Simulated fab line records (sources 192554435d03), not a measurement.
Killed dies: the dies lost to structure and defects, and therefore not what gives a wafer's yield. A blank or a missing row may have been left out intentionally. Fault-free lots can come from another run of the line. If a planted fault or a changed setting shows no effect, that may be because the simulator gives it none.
fab line records	flow n5_finfet
record: lots: 10	wafers: 30	last_day: 18
route steps=1938 shown ZERO_LAYER@4 WELL_APT@28 BEOL_M4@1111
lots untouched by any fault: they come from a run of this same line in which no faults occurred
start_h: hours from the record's first day to the start of the lot's first wafer shown	wait_h: hours since the lot's step before	" as in the row above	L1.1+2: a single row standing in for several wafers	- either no value or no given start	* or withheld: withheld	< > ~ a bound
route shown NAME@n: names a module that has steps shown in the file, with the first one's number in the route	usual: the fault-free wafers' mean and standard deviation	same: alike in all rows	chamber/n: place in a boat	sites: per-site readings	_std_site: standard deviation across them	_edge_site: inner sites' mean taken away from outer sites' mean	radius_mm: for every site, how far away it sits from the centre of the wafer	mask NAME#n: copy n	behind: the most recent tool/chamber to have shaped the wafer	hold: the reason the lot was held/the length of the hold in hours/how it ended	device: transistor that didn't switch, given as n, p or np	end of line: tests run on the same wafers once the route is complete	a step without rows: its recipe alone	killed: not the wafer's yield, but the dies lost to structure and defects at the first sort	map: dies across one wafer; x = killed, . = not, _ = none there
set.NAME: the setting the step ran with; set.NAME@STEP: the setting that earlier step ran with	model.NAME: the simulator's own value behind a step, which no gauge read
a sample of lots followed through the steps of the route, with each step as a table and each wafer as a row
services: when a tool's chamber went out of use (start_h, in hours from the record's first day, below 0 if earlier), for how many hours, and the reason
== steps ==
step: N5_ZERO_LAYER_PECVD_02
recipe: material: SiO2	target_thk_a: 100	temp_c: 400	precursor: SiH4/N2O	pressure_torr: 0.75	rf_w: 275	time_s: 6
usual: heater_power_w: 794/78	showerhead_plenum_p_Torr: 8.11/0.13
lot.wafer	tool	chamber	start_h	wait_h	heater_power_w	showerhead_plenum_p_Torr	since_wet_clean_h
L570.2	pecvd-02	2	18.36	0.0	789	7.96	2172
L570.3	"	1	"	"	847	8.07	1447
L570.4	"	0	"	"	772	8.15	-
L571.2	pecvd-01	0	24.47	0.0	691	8.10	910
L571.3	"	2	"	"	827	7.94	153
L571.6	"	0	"	"	685	8.11	-
L573.1	pecvd-02	0	36.28	0.0	854	8.17	740
L573.2	"	1	"	"	858	8.06	1465
L573.4	"	1	"	"	864	8.06	-
L574.1	pecvd-01	2	42.28	0.0	822	7.95	171
L574.4	"	0	"	"	704	8.11	-
L574.5	"	2	"	"	811	7.95	-
L575.2	pecvd-01	1	48.28	0.0	716	7.98	1658
L575.4	"	1	"	"	747	7.99	-
L575.5	"	0	"	"	756	8.12	-
L585.3	pecvd-04	2	108.28	0.0	946	8.34	2081
L585.4	"	1	"	"	952	8.27	-
L585.5	"	0	"	"	829	8.11	-
L588.1	pecvd-04	2	126.28	0.0	861	8.36	2099
L588.4	"	1	"	"	780	8.29	-
L588.6	"	2	"	"	906	8.36	-
L589.1	pecvd-02	2	132.47	0.0	739	7.95	82
L589.5	"	0	"	"	731	8.16	-
L589.6	"	2	"	"	733	7.92	-
L590.3	pecvd-04	2	138.30	0.0	934	8.36	2111
L590.4	"	0	"	"	798	8.10	-
L590.5	"	1	"	"	812	8.29	-
L591.1	pecvd-01	0	144.28	0.0	641	8.11	1029
L591.3	"	2	"	"	774	7.93	273
L591.6	"	2	"	"	787	7.92	-
step: N5_WELL_APT_CD_MEAS_08
recipe: target_cd_nm: 200	landing_energy_ev: 500	detector: se_inlens
usual: cd_nm: 199.7/1.7
lot.wafer	tool	chamber	start_h	wait_h	cd_nm
L570.2	cd_sem-02	0	20.26	-	201.5
L570.3	"	0	"	"	199.8
L570.4	"	0	"	"	198.5
L571.2	cd_sem-01	0	25.74	-	198.3
L571.3	"	0	"	"	197.1
L571.6	"	0	"	"	196.9
L573.1	cd_sem-01	0	38.30	-	198.0
L573.2	"	0	"	"	200.8
L573.4	"	0	"	"	203.0
L574.1	cd_sem-02	0	44.34	-	201.3
L574.4	"	0	"	"	199.3
L574.5	"	0	"	"	201.3
L575.2	cd_sem-02	0	50.09	-	201.5
L575.4	"	0	"	"	201.8
L575.5	"	0	"	"	201.4
L585.3	cd_sem-01	0	109.69	-	199.4
L585.4	"	0	"	"	196.5
L585.5	"	0	"	"	195.6
L588.1	cd_sem-01	0	128.81	-	200.8
L588.4	"	0	"	"	197.0
L588.6	"	0	"	"	195.3
L589.1	cd_sem-03	0	134.04	-	201.8
L589.5	"	0	"	"	201.5
L589.6	"	0	"	"	201.0
L590.3	cd_sem-03	0	139.70	-	199.7
L590.4	"	0	"	"	202.2
L590.5	"	0	"	"	198.8
L591.1	cd_sem-03	0	145.56	-	200.2
L591.3	"	0	"	"	201.4
L591.6	"	0	"	"	200.2
step: N5_WELL_APT_IMPLANT_32
recipe: species: BF2	energy_kev: 50	dose_cm2: 2e+13	tilt_deg: 0	rotation_deg: 0
usual: beam_energy_keV: 49.999/0.016
lot.wafer	tool	chamber	start_h	wait_h	beam_energy_keV
L570.2	implanter-02	0	22.28	0.1	49.985
L570.3	"	0	"	"	50.006
L570.4	"	0	"	"	50.020
L571.2	implanter-01	0	27.51	0.1	49.979
L571.3	"	0	"	"	49.997
L571.6	"	0	"	"	50.008
L573.1	implanter-01	0	39.93	0.1	40.740
L573.2	"	0	"	"	40.746
L573.4	"	0	"	"	40.736
L574.1	implanter-01	0	46.13	0.1	40.733
L574.4	"	0	"	"	40.721
L574.5	"	0	"	"	40.727
L575.2	implanter-01	0	51.76	0.1	40.712
L575.4	"	0	"	"	40.692
L575.5	"	0	"	"	40.712
L585.3	implanter-01	0	111.38	0.1	50.024
L585.4	"	0	"	"	50.028
L585.5	"	0	"	"	49.999
L588.1	implanter-02	0	138.53	0.1	49.969
L588.4	"	0	"	"	49.983
L588.6	"	0	"	"	49.990
L589.1	implanter-01	0	139.57	0.1	49.994
L589.5	"	0	"	"	50.004
L589.6	"	0	"	"	49.991
L590.3	implanter-01	0	142.24	0.1	49.982
L590.4	"	0	"	"	50.005
L590.5	"	0	"	"	50.002
L591.1	implanter-02	0	147.37	0.1	49.988
L591.3	"	0	"	"	49.992
L591.6	"	0	"	"	49.986
step: N5_WELL_APT_INSPECT_38
recipe: inspect_instrument: darkfield	mode: post_epi
usual: raw_defect_count: 13/4.5
lot.wafer	tool	chamber	start_h	wait_h	raw_defect_count
L570.2	defect_inspect-01	-	23.78	0.4	12
L570.3	"	-	"	"	22
L570.4	"	-	"	"	30
L571.2	defect_inspect-01	-	28.84	0.4	20
L571.3	"	-	"	"	14
L571.6	"	-	"	"	7
L573.1	defect_inspect-01	-	41.32	0.5	11
L573.2	"	-	"	"	10
L573.4	"	-	"	"	9
L574.1	defect_inspect-01	-	48.25	0.5	7
L574.4	"	-	"	"	14
L574.5	"	-	"	"	16
L575.2	defect_inspect-01	-	53.30	0.6	20
L575.4	"	-	"	"	21
L575.5	"	-	"	"	13
L585.3	defect_inspect-02	-	112.67	0.3	6
L585.4	"	-	"	"	9
L585.5	"	-	"	"	19
L588.1	defect_inspect-01	-	139.89	0.5	22
L588.4	"	-	"	"	13
L588.6	"	-	"	"	8
L589.1	defect_inspect-01	-	141.14	0.7	13
L589.5	"	-	"	"	6
L589.6	"	-	"	"	11
L590.3	defect_inspect-01	-	143.73	0.4	11
L590.4	"	-	"	"	11
L590.5	"	-	"	"	7
L591.1	defect_inspect-02	-	148.95	0.5	7
L591.3	"	-	"	"	13
L591.6	"	-	"	"	18
step: N5_BEOL_M4_RC_MEAS_101
usual: CJ_N: 4.37/0.08	DIBL_N: 36.1/1.7	DIBL_P: 35.9/2.1	IOFF_N: 0.154/0.029	IOFF_P: 0.21/0.035	ION_N: 673/10	ION_P: 463/7.5	RS_PWELL: 3007/21	SS_N: 71.6/0.59	SS_P: 73.2/0.69	VT_N: 250.5/2.9	VT_P: -250/3.2
lot.wafer	tool	chamber	start_h	wait_h	CJ_N	DIBL_N[mV/V]	DIBL_P[mV/V]	IOFF_N[nA/um]	IOFF_P[nA/um]	ION_N[uA/um]	ION_P[uA/um]	RS_PWELL[ohm/sq]	SS_N[mV/dec]	SS_P[mV/dec]	VT_N[mV]	VT_P[mV]
L570.2	prober-01	0	173.08	0.2	4.33	39.6	38.2	0.231	0.30	687	465	2993	71.7	74.2	244.0	-247
L570.3	"	0	"	"	4.36	37.8	35.8	0.185	0.25	672	468	3018	72.2	74.4	250.5	-246
L570.4	"	0	"	"	4.35	38.2	36.4	0.194	0.26	683	464	3008	72.5	73.7	248.7	-247
L571.2	prober-01	0	196.40	0.2	4.36	35.0	35.2	0.160	0.23	683	467	2997	70.9	73.1	246.9	-249
L571.3	"	0	"	"	4.37	36.1	37.3	0.185	0.26	693	474	2997	71.6	73.2	248.3	-245
L571.6	"	0	"	"	4.32	37.3	37.2	0.194	0.26	682	469	3001	71.8	73.5	245.2	-247
L573.1	prober-02	0	206.97	0.0	5.05	34.0	34.3	0.109	0.14	651	443	3093	70.7	71.9	253.5	-259
L573.2	"	0	"	"	5.06	39.0	39.3	0.184	0.20	662	447	3095	71.7	73.8	249.3	-254
L573.4	"	0	"	"	4.97	36.8	37.0	0.142	0.18	664	453	3111	71.9	73.4	252.9	-256
L575.2	prober-01	0	207.37	0.2	5.12	36.2	37.0	0.169	0.25	677	468	3103	70.9	73.8	247.9	-247
L575.4	"	0	"	"	5.06	33.4	34.0	0.133	0.20	672	466	3127	70.8	72.3	251.7	-248
L575.5	"	0	"	"	5.09	34.7	35.1	0.151	0.22	677	468	3141	71.5	73.7	252.1	-248
L574.1	prober-02	0	212.08	0.0	5.05	35.5	35.7	0.132	0.22	662	461	3104	71.3	72.8	253.1	-250
L574.4	"	0	"	"	4.97	36.4	37.4	0.156	0.24	670	469	3074	71.9	73.1	249.3	-248
L574.5	"	0	"	"	4.79	36.1	37.3	0.152	0.24	673	466	3107	72.1	72.9	246.8	-247
L585.3	prober-02	0	272.77	0.3	4.27	37.2	37.7	0.166	0.28	678	480	3008	72.0	73.7	248.9	-243
L585.4	"	0	"	"	4.30	34.7	34.4	0.118	0.22	651	462	3005	71.1	72.4	253.9	-247
L585.5	"	0	"	"	4.42	36.0	36.1	0.152	0.25	671	471	3025	70.3	73.1	248.7	-244
L589.1	prober-02	0	302.65	0.0	4.36	34.0	33.3	0.125	0.19	672	465	2998	71.2	71.5	253.6	-254
L589.5	"	0	"	"	4.35	32.3	32.1	0.120	0.19	676	475	3024	70.9	72.4	250.4	-252
L589.6	"	0	"	"	4.45	35.7	34.5	0.151	0.21	667	464	2985	71.7	72.7	248.6	-251
L590.3	prober-02	0	306.34	0.3	4.40	36.1	34.5	0.143	0.21	668	466	3012	70.9	72.8	252.3	-247
L590.4	"	0	"	"	4.42	36.5	35.5	0.158	0.22	676	468	3016	71.9	72.2	247.6	-249
L590.5	"	0	"	"	4.37	35.0	33.4	0.135	0.19	677	474	3037	71.2	72.3	251.1	-250
L588.1	prober-02	0	319.23	0.0	4.42	35.9	35.2	0.152	0.19	674	460	3022	72.0	72.5	250.7	-249
L588.4	"	0	"	"	4.45	36.0	34.9	0.143	0.19	679	467	3007	72.0	72.0	252.1	-254
L588.6	"	0	"	"	4.39	33.0	30.4	0.097	0.14	644	442	3024	71.3	71.1	255.1	-257
L591.1	prober-01	0	321.65	0.0	4.30	36.1	37.7	0.164	0.21	686	467	3020	72.1	73.4	250.2	-251
L591.3	"	0	"	"	4.35	35.4	35.9	0.149	0.18	672	458	3003	71.8	72.7	250.4	-250
L591.6	"	0	"	"	4.38	36.3	37.1	0.156	0.19	677	461	3017	71.9	72.5	249.8	-250
== services ==
tool	chamber	start_h	hours	kind
pecvd-04	0	-5.15	5.5	scheduled_down
pecvd-02	1	-2.17	3.9	repair
pecvd-01	2	-1.42	5.0	scheduled_down
implanter-01	-	3.10	10.4	repair
pecvd-04	-	6.36	0.6	repair
pecvd-02	2	21.12	-	clean
pecvd-02	2	21.12	-	consumable_replace:showerhead
pecvd-02	2	21.12	29.0	scheduled_down
pecvd-02	2	21.12	29.0	vent_cycle
pecvd-01	2	30.98	2.1	scheduled_down
pecvd-04	-	36.86	6.0	pm
pecvd-04	0	66.37	5.8	repair
implanter-02	-	66.82	2.0	repair
implanter-01	-	69.90	18.0	pm
pecvd-01	-	82.08	5.5	pm
pecvd-04	1	84.86	2.1	scheduled_down
pecvd-01	2	90.13	8.4	repair
pecvd-01	1	101.51	5.5	scheduled_down
pecvd-01	1	124.36	5.0	scheduled_down
pecvd-04	1	126.33	5.5	scheduled_down
pecvd-02	-	144.95	2.8	pm
== key ==
first_sign: step: N5_WELL_APT_IMPLANT_32	reading: beam_energy_keV	direction: down	sigmas: 99+	usual: 49.999	struck: 40.725
effect: step: N5_BEOL_M4_RC_MEAS_101	reading: CJ_N	direction: up	sigmas: 8.1	usual: 4.37	struck: 5.02
effect: step: N5_BEOL_M4_RC_MEAS_101	reading: RS_PWELL	direction: up	sigmas: 4.8	usual: 3007	struck: 3106
met_at N5_WELL_APT_IMPLANT_32
struck_lots L573,L574,L575
not_acting_at N5_ZERO_LAYER_PECVD_02,N5_WELL_APT_CD_MEAS_08,N5_WELL_APT_INSPECT_38
onset_between 27.51 39.93
fault: kind: process_parameter_drift	tool: implanter-01	chamber: -	onset_h: 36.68	steps: N5_WELL_APT_IMPLANT_32	channel: energy_kev	offset: -9.2784	shape: step	end_h: 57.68	acts_in: these_recipes_only	stated: 50
